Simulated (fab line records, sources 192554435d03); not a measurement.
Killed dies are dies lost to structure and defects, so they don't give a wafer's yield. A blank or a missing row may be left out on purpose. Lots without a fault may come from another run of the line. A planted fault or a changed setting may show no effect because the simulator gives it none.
Chamber matching | flow n5_finfet | N5_MOL_CONTACT_COAG_STRIP_98 on rie_diel-03: 3 sister chambers
The step strips in N2/H2. 3 wafers are shown with their chamber, then 8 later ones without.

WAFERS WITH THEIR CHAMBER
wafer  | chamber | showerhead_plenum_p_Torr (Torr)
L085.6 | 0       | 3.46
L088.3 | 3       | 3.40
L088.5 | 1       | 3.15

WAFERS WITHOUT THEIR CHAMBER
wafer  | showerhead_plenum_p_Torr (Torr)
L091.2 | 3.40
L091.4 | 3.45
L091.6 | 3.15
L092.2 | 3.15
L092.5 | 3.15
L092.6 | 3.45
L096.1 | 3.44
L096.2 | 3.39

WHICH CHAMBER EACH WENT THROUGH
wafer  | from the rows above | in truth
L091.2 | 3                   | 3
L091.4 | 0                   | 0
L091.6 | 1                   | 1
L092.2 | 1                   | 1
L092.5 | 1                   | 1
L092.6 | 0                   | 0
L096.1 | 0                   | 0
L096.2 | 3                   | 3
Placed correctly: 8 of 8. Can't be placed from these rows: 0. Placed wrongly: 0.
How it was worked out, from the rows above alone: a wafer's distance from a chamber is the root of the sum, over the readings, of the square of ((its reading less the chamber's mean) divided by the reading's scatter). The wafer belongs to the nearest chamber; if the next one is less than 2 further off, it can't be placed. A chamber's mean is the mean of its shown wafers. The scatter: with one shown wafer a chamber, the root of the mean of the squares of how far each hidden wafer lies from its nearest shown one.
